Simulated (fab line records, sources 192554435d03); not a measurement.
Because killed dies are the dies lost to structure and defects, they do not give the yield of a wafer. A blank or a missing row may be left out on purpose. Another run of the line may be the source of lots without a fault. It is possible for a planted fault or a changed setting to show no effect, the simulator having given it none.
Which of the tools did it?    flow n5-finfet    12 lots, 36 wafers sampled, at 4 steps of a route of 1938

WHAT THE GAUGES SHOWED, per wafer
N5_BEOL_M9_CD_MEAS_18: pitch 140 nm, target cd 70 nm.
lot   measured      on         cd-nm (nm)
L075  day 9 16:29   cd-sem-01  70.4 69.9 70.9
L078  day 10 03:29  cd-sem-01  70.0 70.4 71.2
L079  day 10 12:58  cd-sem-01  70.4 69.5 69.8
L081  day 11 12:41  cd-sem-01  69.8 68.8 69.0
L083  day 12 09:05  cd-sem-01  70.6 70.3 71.4
L085  day 12 17:47  cd-sem-03  70.1 71.3 70.0
L088  day 12 22:34  cd-sem-02  71.2 69.6 70.4
L089  day 13 05:55  cd-sem-01  70.7 70.2 70.1
L091  day 14 12:10  cd-sem-01  70.3 70.9 69.9
L092  day 14 15:09  cd-sem-01  70.3 69.5 70.6
L096  day 15 08:49  cd-sem-01  70.6 71.1 70.7
L097  day 15 12:29  cd-sem-03  70.7 70.9 70.8

EACH LOT AND THE TOOL THAT RAN IT (in order: tool; ch and the chambers of the sampled wafers; start)
lot   N5_BEOL_M9_CURE_71             N5_BEOL_M9_HM_DEP_02          N5_BEOL_M9_ETCH_61
L075  uv-cure-01 ch 1, day 9 13:01   pvd-sputter-02, day 9 15:27   rie-diel-05 ch 0,2,3, day 9 16:04
L078  uv-cure-01 ch 1, day 9 23:53   pvd-sputter-03, day 10 02:13  rie-diel-02 ch 1,2,3, day 10 03:01
L079  uv-cure-03 ch 2, day 10 08:43  pvd-sputter-01, day 10 11:53  rie-diel-06 ch 1,3, day 10 12:32
L081  uv-cure-02 ch 2, day 11 07:56  pvd-sputter-01, day 11 11:38  rie-diel-05 ch 1,2,3, day 11 12:16
L083  uv-cure-01 ch 1, day 12 06:17  pvd-sputter-01, day 12 08:01  rie-diel-05 ch 1,2,3, day 12 08:40
L085  uv-cure-01 ch 1, day 12 15:53  pvd-sputter-01, day 12 16:33  rie-diel-06 ch 1,3, day 12 17:22
L088  uv-cure-01 ch 2, day 12 20:56  pvd-sputter-02, day 12 21:32  rie-diel-02 ch 1,2, day 12 22:10
L089  uv-cure-01 ch 0, day 13 02:56  pvd-sputter-01, day 13 04:53  rie-diel-05 ch 1,2, day 13 05:30
L091  uv-cure-02 ch 0, day 14 06:37  pvd-sputter-02, day 14 11:05  rie-diel-02 ch 0,1,3, day 14 11:43
L092  uv-cure-02 ch 2, day 14 12:23  pvd-sputter-01, day 14 13:58  rie-diel-02 ch 0,2, day 14 14:44
L096  uv-cure-03 ch 2, day 15 05:37  pvd-sputter-02, day 15 07:39  rie-diel-02 ch 1,2,3, day 15 08:24
L097  uv-cure-03 ch 2, day 15 08:56  pvd-sputter-01, day 15 11:32  rie-diel-06 ch 0,1,3, day 15 12:04
- N5_BEOL_M9_CURE_71: cures SiCOH lowk, time 240 s.
- N5_BEOL_M9_HM_DEP_02: deposits TiN, target thk 20 nm.
- N5_BEOL_M9_ETCH_61: etches SiARC in CF4, target depth 39 nm, time 65 s.

THE ANSWER, worked out from the rows above alone
Rule: the lots themselves supply what counts as usual. The widest of any qualifying gaps counts: lots, ordered by their means at a reading, are off when they make up no more than a third of the lots, leave a main group of 4 or more, and stand apart from it by 3 or more times the standard deviation of that group's means. A main group whose means are all the same, to the digits that the tables above print for the reading, isn't used. Also off: a lot with no number at a reading for which 4 or more lots have one. Any other lot the step has rows for is counted as sound.
Across all readings shown, no lot is off: no conclusion can be drawn from this.

WHAT THE SIMULATOR PUT IN
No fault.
